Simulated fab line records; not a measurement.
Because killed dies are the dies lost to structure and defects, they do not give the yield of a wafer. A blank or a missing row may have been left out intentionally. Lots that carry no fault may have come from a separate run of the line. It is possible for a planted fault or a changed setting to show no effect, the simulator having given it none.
fab line records	flow n5Finfet
record lots=6	wafers=18	lastDay=17
route steps=1938 shown BEOL_M14@1718 PASSIVATION@1936
lots with no fault: from the same line, run without faults
startH: hours from the record's first day to the start of the lot's first wafer shown	waitH: time in hours since the lot's previous step	" same as the row above	L1.1+2: several wafers, shown together as one row	- either no value or no given start	* or withheld: withheld	< > ~ a bound
route shown NAME@n: a module of which the file shows steps, and the number in the route of the first	usual: mean and standard deviation over wafers with no fault	same: alike in all rows	chamber/n: place in a boat	sites: per-site readings	_std_site: the values' standard deviation	_edge_site: outer sites' mean less inner sites'	radiusMm: how far each site lies from the wafer's centre	mask NAME#n: copy n	behind: tool/chamber where the wafer was last shaped	hold: why the lot went on hold/how many hours it stayed there/how the hold came to an end	device: whichever transistor did not switch (one of n, p or np)	end of line: the same wafers' tests at the end of the route	a step with no rows: only its recipe	killed: at the first sort, the dies lost to defects and structure; wafer yield is something else	map: a wafer's dies, x killed, . not, _ none there
set.NAME: the setting the step ran with; set.NAME@STEP: the setting that earlier step ran with	model.NAME: the simulator's own value behind a step, which no gauge read
lots at some steps of the route; a table a step, a row a wafer
services: the hour from which a tool's chamber was out of use, counted from the record's first day as startH (under 0 if before that day), plus the number of hours and why
## steps
# step N5_BEOL_M14_COAT_58
# recipe resist=BARC	tempC=205	timeS=60	spinRpm=1500	resistThkNm=89
# step N5_BEOL_M14_COAT_04
# recipe spinRpm=1704	resistThkNm=800
# step N5_BEOL_M14_EBR_06
# recipe solvent=PGMEA	ebrWidthMm=1.5
# step N5_BEOL_M14_SOFTBAKE_05
# recipe tempC=130	timeS=60
# step N5_BEOL_M14_EXPOSE_07
# recipe maskId=V13	na=0.8	sourceShape=annular	sigmaInner=0.5	sigmaOuter=0.8	polarization=unpolarized	attpsmPhaseDeg=180	doseMj=57
# step N5_BEOL_M14_PEB_08
# recipe pebTempC=130	pebTimeS=90
# step N5_BEOL_M14_DEVELOP_09
# recipe developTimeS=45	rinseLiquid=diw	dry=airSpin	devTempC=21
# step N5_BEOL_M14_HARDBAKE_14
# recipe tempC=130	timeS=120
# step N5_BEOL_M14_CD_MEAS_10
# recipe targetCdNm=250	landingEnergyEv=500	detector=seInlens	polarity=opening
# usual cdNm=249.9/1.7
lot.wafer	tool	chamber	startH	waitH	cdNm
L496.1	cdSem-01	0	288.25	-	248.2
L496.4	"	0	"	"	247.4
L496.5	"	0	"	"	249.7
L497.1	cdSem-02	0	292.06	-	251.0
L497.5	"	0	"	"	252.0
L497.6	"	0	"	"	251.1
L500.3	cdSem-01	0	300.50	-	249.3
L500.4	"	0	"	"	248.1
L500.5	"	0	"	"	248.4
L510.2	cdSem-02	0	358.51	-	250.4
L510.3	"	0	"	"	251.0
L510.6	"	0	"	"	249.3
L512.1	cdSem-01	0	380.02	-	250.8
L512.4	"	0	"	"	247.8
L512.5	"	0	"	"	251.8
L513.1	cdSem-03	0	385.96	-	252.0
L513.3	"	0	"	"	251.7
L513.6	"	0	"	"	251.0
# step N5_BEOL_M14_OVL_MEAS_11
# recipe pointsPerWafer=44
# usual V13_OVL=2/5.4
lot.wafer	tool	chamber	startH	waitH	V13_OVL[nm]
L496.1	overlay-02	0	288.28	0.0	-6
L496.4	"	0	"	"	-9
L496.5	"	0	"	"	0
L497.1	overlay-01	0	292.09	0.0	-5
L497.5	"	0	"	"	10
L497.6	"	0	"	"	-3
L500.3	overlay-01	0	300.53	0.0	3
L500.4	"	0	"	"	7
L500.5	"	0	"	"	-1
L510.2	overlay-01	0	358.54	0.0	-8
L510.3	"	0	"	"	1
L510.6	"	0	"	"	-6
L512.1	overlay-02	0	380.05	0.0	10
L512.4	"	0	"	"	9
L512.5	"	0	"	"	11
L513.1	overlay-01	0	385.99	0.0	8
L513.3	"	0	"	"	13
L513.6	"	0	"	"	7
# step N5_BEOL_M14_INSPECT_12
# recipe mode=adi	inspectInstrument=macro
# usual rawDefectCount=2.2/1.4
lot.wafer	tool	chamber	startH	waitH	rawDefectCount
L496.1	defectInspect-01	-	288.31	0.0	2
L496.4	"	-	"	"	1
L496.5	"	-	"	"	5
L497.1	defectInspect-01	-	292.11	0.0	5
L497.5	"	-	"	"	1
L497.6	"	-	"	"	2
L500.3	defectInspect-01	-	300.56	0.0	4
L500.4	"	-	"	"	1
L500.5	"	-	"	"	2
L510.2	defectInspect-01	-	358.57	0.0	1
L510.3	"	-	"	"	3
L510.6	"	-	"	"	2
L512.1	defectInspect-02	-	380.07	0.0	1
L512.4	"	-	"	"	2
L512.5	"	-	"	"	2
L513.1	defectInspect-01	-	386.02	0.0	3
L513.3	"	-	"	"	2
L513.6	"	-	"	"	4
# step N5_BEOL_M14_DESCUM_15
# recipe chemistry=O2	timeS=7.9	sourcePowerW=50	biasPowerW=20	pressureMtorr=20	rfFrequencyHz=2.712e+07	tempC=40	o2FlowSccm=225
# usual drypumpMotorCurrentA=5.6/0.43	oesProductAu=0.82/0.062	rfVppV=243.5/1.1	showerheadPlenumPTorr=2.12/0.047	throttleValvePct=20.46/0.15
lot.wafer	tool	chamber	startH	waitH	drypumpMotorCurrentA	oesProductAu	rfHoursCounterH	rfVppV	showerheadPlenumPTorr	throttleValvePct
L496.1	rieDiel-06	3	288.89	0.6	5.1	0.89	27	245.6	2.15	20.48
L496.4	"	0	"	"	5.3	0.71	-	243.2	2.08	20.70
L496.5	"	3	"	"	5.1	0.88	-	243.0	2.15	20.49
L497.1	rieDiel-01	2	292.23	0.1	4.9	0.85	69	241.7	2.14	20.40
L497.5	"	3	"	"	5.6	0.99	-	243.2	2.15	20.43
L497.6	"	2	"	"	4.9	0.85	-	242.2	2.14	20.40
L500.3	rieDiel-01	1	300.59	0.0	6.1	0.79	126	245.9	2.10	20.55
L500.4	"	2	"	"	4.9	0.85	73	243.5	2.14	20.44
L500.5	"	1	"	"	6.1	0.79	-	243.2	2.10	20.54
L510.2	rieDiel-05	3	358.62	0.1	6.3	0.85	50	243.1	2.11	20.29
L510.3	"	1	"	"	5.9	0.82	97	241.9	2.01	20.56
L510.6	"	1	"	"	5.9	0.83	-	241.2	2.01	20.53
L512.1	rieDiel-01	0	380.11	0.0	5.4	0.77	137	243.2	2.12	20.53
L512.4	"	1	"	"	6.2	0.77	155	242.2	2.09	20.59
L512.5	"	0	"	"	5.4	0.77	-	242.1	2.12	20.52
L513.1	rieDiel-01	0	386.09	0.1	5.4	0.77	139	243.4	2.12	20.54
L513.3	"	3	"	"	5.6	0.87	37	242.9	2.14	20.46
L513.6	"	0	"	"	5.4	0.78	-	241.5	2.12	20.53
# step N5_BEOL_M14_ETCH_59
# recipe chemistry=N2/H2	target=BARC	targetDepthA=890	overetchA=267	timeS=67.9	ionEnergyEv=200	pressureMtorr=30	sourceW=840	biasW=150	n2FlowSccm=200	h2FlowSccm=200
# usual drypumpMotorCurrentA=5.6/0.43	oesProductAu=0.71/0.052	rfVppV=524.6/1.7	showerheadPlenumPTorr=2.56/0.058	throttleValvePct=17.83/0.15
lot.wafer	tool	chamber	startH	waitH	drypumpMotorCurrentA	oesProductAu	rfHoursCounterH	rfVppV	showerheadPlenumPTorr	throttleValvePct	model.coat_of_BEOL_M14_COAT_04.thkNm
L496.1	rieDiel-06	3	288.93	0.0	5.1	0.76	27	524.6	2.59	17.68	717.8
L496.4	"	0	"	"	5.3	0.61	-	522.9	2.54	18.26	717.6
L496.5	"	3	"	"	5.1	0.77	-	526.3	2.58	17.68	715
L497.1	rieDiel-01	2	292.26	0.0	4.9	0.73	69	524.0	2.58	17.73	730.4
L497.5	"	3	"	"	5.6	0.84	-	525.3	2.60	17.73	718
L497.6	"	2	"	"	4.9	0.73	-	524.7	2.58	17.73	716.4
L500.3	rieDiel-01	1	300.62	0.0	6.1	0.67	126	526.1	2.53	17.84	720
L500.4	"	2	"	"	4.9	0.72	73	524.3	2.58	17.73	733.2
L500.5	"	1	"	"	6.1	0.68	-	524.2	2.53	17.85	722
L510.2	rieDiel-05	3	358.66	0.0	6.3	0.71	50	526.4	2.60	17.86	715.6
L510.3	"	1	"	"	5.9	0.70	97	521.9	2.44	17.98	714
L510.6	"	1	"	"	5.8	0.70	-	519.0	2.44	18.00	716
L512.1	rieDiel-01	0	380.14	0.0	5.4	0.67	137	524.9	2.53	17.77	720.4
L512.4	"	1	"	"	6.1	0.65	155	524.0	2.52	17.91	717.4
L512.5	"	0	"	"	5.5	0.67	-	524.0	2.53	17.76	717
L513.1	rieDiel-01	0	386.13	0.0	5.4	0.67	139	523.9	2.53	17.77	713.8
L513.3	"	3	"	"	5.6	0.75	37	523.7	2.59	17.79	716.6
L513.6	"	0	"	"	5.4	0.67	-	523.9	2.53	17.77	716
# step N5_BEOL_M14_VIA_ETCH_16
# recipe chemistry=C4F8/O2/Ar	target=SiO2	heInnerTorr=15	heOuterTorr=30	targetDepthA=12313	timeS=withheld	ionEnergyEv=800	pressureMtorr=20	sourceW=1905	biasW=2040	Ar_flow_sccm=400	C4F8_flow_sccm=16	O2_flow_sccm=12	ends=cleared
# usual drypumpMotorCurrentA=5.6/0.43	heInnerTorr=15.00/0.033	oesProductAu=0.75/0.056	rfVppV=2230/38	showerheadPlenumPTorr=3.46/0.075	throttleValvePct=30.87/0.18
lot.wafer	tool	chamber	startH	waitH	drypumpMotorCurrentA	heInnerTorr	oesProductAu	rfVppV	showerheadPlenumPTorr	throttleValvePct	model.coat_of_BEOL_M14_COAT_04.thkNm
L496.1	rieDiel-06	3	288.98	0.0	5.1	15.03	0.81	2271	3.52	31.05	446.4
L496.4	"	0	"	"	5.3	14.96	0.65	2208	3.40	31.08	442.4
L496.5	"	3	"	"	5.1	14.99	0.81	2273	3.52	31.06	441.8
L497.1	rieDiel-01	2	292.31	0.0	4.9	15.07	0.79	2282	3.48	30.74	472.6
L497.5	"	3	"	"	5.6	15.03	0.89	2245	3.52	30.94	452.2
L497.6	"	2	"	"	4.9	15.03	0.78	2282	3.48	30.73	452.8
L500.3	rieDiel-01	1	300.67	0.0	6.1	14.99	0.71	2212	3.46	31.11	457.2
L500.4	"	2	"	"	4.9	14.94	0.78	2282	3.48	30.74	460.8
L500.5	"	1	"	"	6.1	14.98	0.72	2211	3.46	31.13	469.4
L510.2	rieDiel-05	3	358.71	0.0	6.3	15.00	0.76	2196	3.49	30.91	461
L510.3	"	1	"	"	5.9	14.95	0.74	2267	3.30	30.96	446.6
L510.6	"	1	"	"	5.8	14.91	0.73	2267	3.30	30.93	453.8
L512.1	rieDiel-01	0	380.20	0.0	5.4	15.02	0.71	2169	3.42	30.65	457.2
L512.4	"	1	"	"	6.2	15.00	0.69	2210	3.44	31.14	455.2
L512.5	"	0	"	"	5.4	15.05	0.71	2168	3.42	30.64	453.4
L513.1	rieDiel-01	0	386.18	0.0	5.4	14.95	0.70	2169	3.42	30.66	448
L513.3	"	3	"	"	5.6	15.00	0.79	2243	3.50	30.96	455.6
L513.6	"	0	"	"	5.4	14.98	0.70	2168	3.42	30.63	445.4
# step N5_BEOL_M14_STRIP_63
# recipe chemistry=O2	powerW=600	tempC=60	pressureMtorr=30	rfFrequencyHz=6e+07	biasPowerW=0	overashFraction=0.3	o2FlowSccm=225
# usual drypumpMotorCurrentA=5.6/0.43	oesProductAu=0.82/0.062	rfVppV=3.7/0.9	showerheadPlenumPTorr=2.12/0.047	throttleValvePct=16.66/0.15
lot.wafer	tool	chamber	startH	waitH	drypumpMotorCurrentA	oesProductAu	rfHoursCounterH	rfVppV	showerheadPlenumPTorr	throttleValvePct
L496.1	rieDiel-06	3	-	-	5.1	0.90	27	3.2	2.16	16.63
L496.4	"	0	"	"	5.4	0.71	-	2.2	2.08	16.92
L496.5	"	3	"	"	5.1	0.90	-	4.1	2.16	16.65
L497.1	rieDiel-01	2	-	-	4.9	0.85	70	4.8	2.15	16.60
L497.5	"	3	"	"	5.6	0.98	-	2.7	2.16	16.55
L497.6	"	2	"	"	4.9	0.85	-	2.5	2.15	16.60
L500.3	rieDiel-01	1	-	-	6.1	0.80	126	3.4	2.10	16.74
L500.4	"	2	"	"	4.9	0.84	73	3.7	2.15	16.58
L500.5	"	1	"	"	6.1	0.81	-	3.2	2.11	16.80
L510.2	rieDiel-05	3	-	-	6.2	0.84	50	2.8	2.12	16.51
L510.3	"	1	"	"	5.9	0.81	97	2.8	2.01	16.72
L510.6	"	1	"	"	5.9	0.81	-	3.9	2.02	16.73
L512.1	rieDiel-01	0	-	-	5.4	0.77	137	3.3	2.12	16.75
L512.4	"	1	"	"	6.1	0.76	155	4.2	2.10	16.83
L512.5	"	0	"	"	5.4	0.78	-	4.0	2.12	16.75
L513.1	rieDiel-01	0	-	-	5.4	0.77	139	3.3	2.12	16.75
L513.3	"	3	"	"	5.6	0.89	37	2.8	2.14	16.63
L513.6	"	0	"	"	5.4	0.76	-	3.8	2.12	16.77
# step N5_PASSIVATION_PROBE_49
# usual defectLimitedYield=91.3/1.5	killed_at_M0_to_M3=31/11	killed_at_M4_up=14/5.1	killedAtContacts=12/5.6	killedAtFrontEnd=42/12	killedAtOther=3.8/2.9	killedDies=103/18	killedOpen=67/14	killedShort=33/8	sort_bin_5_function=5.1/1	sort_bin_6_memory=3.2/0.75	sortNPass=1077/18	sortYieldPct=91.3/1.5
# same grossDies=1180	killedAtBackSide=0	sort_bin_4_leakage[%]=0	sort_bin_8_speed[%]=0
lot.wafer	tool	chamber	startH	waitH	defectLimitedYield[%]	killed_at_M0_to_M3	killed_at_M4_up	killedAtContacts	killedAtFrontEnd	killedAtOther	killedDies	killedOpen	killedShort	sort_bin_5_function[%]	sort_bin_6_memory[%]	sortNPass	sortYieldPct[%]
L496.1	prober-02	-	314.63	0.1	85.9	37	26	12	86	5	166	99	58	7.9	5.1	1014	85.9
L496.4	prober-02	-	314.78	0.2	90.3	26	18	7	61	3	115	65	44	4.4	4.4	1065	90.3
L496.5	prober-02	-	314.83	0.3	90.5	31	10	10	59	2	112	69	40	5.3	3.4	1068	90.5
L500.3	prober-01	-	326.36	0.1	89.1	53	12	6	54	4	129	72	43	6.4	2.9	1051	89.1
L500.4	prober-01	-	326.41	0.2	91.3	41	14	4	41	3	103	69	34	5.8	2.5	1077	91.3
L500.5	prober-01	-	326.46	0.2	88.1	59	31	10	38	2	140	95	42	6.4	4.8	1040	88.1
L513.1	prober-01	-	415.72	0.0	92.0	39	14	6	35	0	94	63	26	5.3	2.2	1086	92.0
L513.3	prober-01	-	415.82	0.1	90.4	33	12	10	54	4	113	80	32	6.4	2.6	1067	90.4
L513.6	prober-01	-	415.97	0.3	89.3	60	17	7	41	1	126	66	56	7.2	2.6	1054	89.3
# killed by level:class
L496.1 STI_FIN_REVEAL:geometricParticle:open=28 BEOL_M4:geometricParticle:open=19 FIN_SAQP:geometricParticle:short=16 BEOL_M0_SAQP:geometricParticle:open=16 BEOL_M0_SAQP:geometricParticle:short=14 MOL_CONTACT_COAG:geometricParticle:open=10 FIN_SAQP:geometricParticle:open=8 HKMG_FIN:areaEtch=8
L496.4 FIN_SAQP:geometricParticle:short=12 BEOL_M0_SAQP:geometricParticle:open=10 STI_FIN_REVEAL:geometricParticle:open=9 DUMMY_GATE:geometricParticle:open=9 BEOL_M0_SAQP:geometricParticle:short=8 MOL_CONTACT_COAG:geometricParticle:open=6 BEOL_M4:geometricParticle:short=6 HKMG_FIN:areaEtch=6
L496.5 STI_FIN_REVEAL:geometricParticle:open=18 FIN_SAQP:geometricParticle:short=11 FIN_SAQP:geometricParticle:open=7 MOL_CONTACT_COAG:geometricParticle:open=7 BEOL_M0_SAQP:geometricParticle:short=7 BEOL_M3:geometricParticle:open=7 DUMMY_GATE:geometricParticle:open=6 BEOL_M0_SAQP:geometricParticle:open=5
L500.3 BEOL_M0_SAQP:geometricParticle:short=17 BEOL_M0_SAQP:geometricParticle:open=16 HKMG_FIN:areaEtch=13 BEOL_M1:geometricParticle:open=9 STI_FIN_REVEAL:geometricParticle:open=6 ILD0:geometricParticle:open=6 MOL_CONTACT_COAG:geometricParticle:open=5 BEOL_M2:geometricParticle:open=5
L500.4 BEOL_M0_SAQP:geometricParticle:open=13 FIN_SAQP:geometricParticle:open=12 FIN_SAQP:geometricParticle:short=8 BEOL_M0_SAQP:geometricParticle:short=8 BEOL_M3:geometricParticle:open=7 DUMMY_GATE:geometricParticle:open=6 BEOL_M1:geometricParticle:open=6 BEOL_M4:geometricParticle:open=4
L500.5 BEOL_M0_SAQP:geometricParticle:open=17 BEOL_M4:geometricParticle:open=17 BEOL_M0_SAQP:geometricParticle:short=15 BEOL_M1:geometricParticle:open=9 MOL_CONTACT_COAG:geometricParticle:open=7 BEOL_M2:geometricParticle:open=7 ILD0:geometricParticle:open=6 FIN_SAQP:geometricParticle:open=4
L513.1 BEOL_M1:geometricParticle:open=10 BEOL_M0_SAQP:geometricParticle:short=9 DUMMY_GATE:geometricParticle:open=8 BEOL_M0_SAQP:geometricParticle:open=8 FIN_SAQP:geometricParticle:short=5 FIN_SAQP:geometricParticle:open=5 MOL_CONTACT_COAG:geometricParticle:open=4 STI_FIN_REVEAL:geometricParticle:open=4
L513.3 FIN_SAQP:geometricParticle:open=17 BEOL_M0_SAQP:geometricParticle:open=13 STI_FIN_REVEAL:geometricParticle:open=9 FIN_SAQP:geometricParticle:short=8 BEOL_M4:geometricParticle:open=8 MOL_CONTACT_COAG:geometricParticle:open=7 BEOL_M0_SAQP:geometricParticle:short=7 DUMMY_GATE:geometricParticle:open=4
L513.6 BEOL_M0_SAQP:geometricParticle:short=25 BEOL_M0_SAQP:geometricParticle:open=13 FIN_SAQP:geometricParticle:open=11 FIN_SAQP:geometricParticle:short=11 BEOL_M3:geometricParticle:open=8 BEOL_M4:geometricParticle:open=7 BEOL_M4:geometricParticle:short=6 MOL_CONTACT_COAG:geometricParticle:open=6
## services
tool	chamber	startH	hours	kind
rieDiel-01	3	266.36	-	clean
rieDiel-01	3	266.36	-	consumableReplace:focusRing
rieDiel-01	3	266.36	24.7	scheduledDown
rieDiel-01	3	266.36	24.7	ventCycle
rieDiel-06	1	287.58	-	clean
rieDiel-06	1	287.58	-	consumableReplace:focusRing
rieDiel-06	1	287.58	-	consumableReplace:showerhead
rieDiel-06	1	287.58	19.8	scheduledDown
rieDiel-06	1	287.58	19.8	ventCycle
rieDiel-05	-	290.15	2.6	repair
rieDiel-06	0	300.58	5.8	repair
rieDiel-06	-	348.84	2.8	pm
rieDiel-05	0	350.53	25.4	repair
## key
firstSign none at tools or gauges
modelEffect step=N5_BEOL_M14_ETCH_59	value=coat_of_BEOL_M14_COAT_04.thkNm	without=718.3	struck=731.8
modelEffect step=N5_BEOL_M14_VIA_ETCH_16	value=coat_of_BEOL_M14_COAT_04.thkNm	without=453.2	struck=466.7
metAt N5_BEOL_M14_ETCH_59
struckWafers L497.1,L500.4
baselineLoss step=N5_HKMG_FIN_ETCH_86	wafers=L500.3
fault kind=processParameterDrift	tool=rieDiel-01	chamber=-	onsetH=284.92	steps=N5_BEOL_M14_ETCH_59	channel=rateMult	offset=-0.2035	shape=step	endH=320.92	scope=struckWafersOnly
# baselineLoss: these wafers lose ten dies or more at that step, a loss of the line's own and not of a fault; the sort's usual values leave them out
